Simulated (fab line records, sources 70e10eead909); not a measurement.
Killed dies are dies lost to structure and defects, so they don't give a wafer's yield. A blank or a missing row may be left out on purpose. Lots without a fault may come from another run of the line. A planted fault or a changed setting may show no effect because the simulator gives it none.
Chamber matching | flow nand_harc | NHARC_A_ONON_D1_DEP_33 on pecvd-04: 3 sister chambers
The step deposits SiO2, target thk 200 nm. 14 wafers are shown with their chamber, then 6 later ones without.

WAFERS WITH THEIR CHAMBER
wafer  | chamber | heater_power_w (W) | throttle_valve_pct (%) | heater_power_outer_w (W)
L612.2 | 1       | 772                | 16.1                   | 423
L612.3 | 2       | 490                | 15.5                   | 278
L612.4 | 1       | 784                | 16.1                   | 429
L611.1 | 1       | 643                | 16.0                   | 306
L611.2 | 2       | 479                | 15.5                   | 275
L611.3 | 0       | 489                | 16.4                   | 281
L620.1 | 0       | 464                | 16.2                   | 271
L620.5 | 2       | 469                | 15.1                   | 256
L623.3 | 2       | 447                | 15.2                   | 229
L623.4 | 2       | 435                | 15.1                   | 238
L623.5 | 1       | 773                | 16.1                   | 399
L625.1 | 1       | 699                | 16.3                   | 359
L625.2 | 0       | 487                | 16.7                   | 280
L625.4 | 0       | 504                | 16.1                   | 286

SIGNATURES (means of the wafers above)
reading              | chamber 0 | chamber 1 | chamber 2 | scatter within a chamber
heater_power_w       | 486.00    | 734.20    | 464.00    | 40.3
throttle_valve_pct   | 16.350    | 16.120    | 15.280    | 0.197
heater_power_outer_w | 279.50    | 383.20    | 255.20    | 33.7
Rule: a wafer's distance from a chamber is the root of the sum, over the readings, of the square of ((its reading less the chamber's mean) divided by the reading's scatter). The wafer belongs to the nearest chamber; if the next one is less than 2 further off, it can't be placed. The scatter: the root of (the sum of the squares of (reading less its chamber's mean) over the shown wafers, divided by (wafers less chambers)).

WAFERS WITHOUT THEIR CHAMBER
wafer  | heater_power_w (W) | throttle_valve_pct (%) | heater_power_outer_w (W)
L631.1 | 352                | 15.1                   | 166
L631.2 | 779                | 16.1                   | 399
L631.3 | 482                | 16.2                   | 283
L632.2 | 441                | 16.7                   | 240
L632.5 | 446                | 16.6                   | 256
L632.6 | 820                | 16.2                   | 446

WHICH CHAMBER EACH WENT THROUGH
wafer  | from the rows above | in truth
L631.1 | 2                   | 2
L631.2 | 1                   | 1
L631.3 | 0                   | 0
L632.2 | 0                   | 0
L632.5 | 0                   | 0
L632.6 | 1                   | 1
Placed correctly: 6 of 6. Can't be placed from these rows: 0. Placed wrongly: 0.
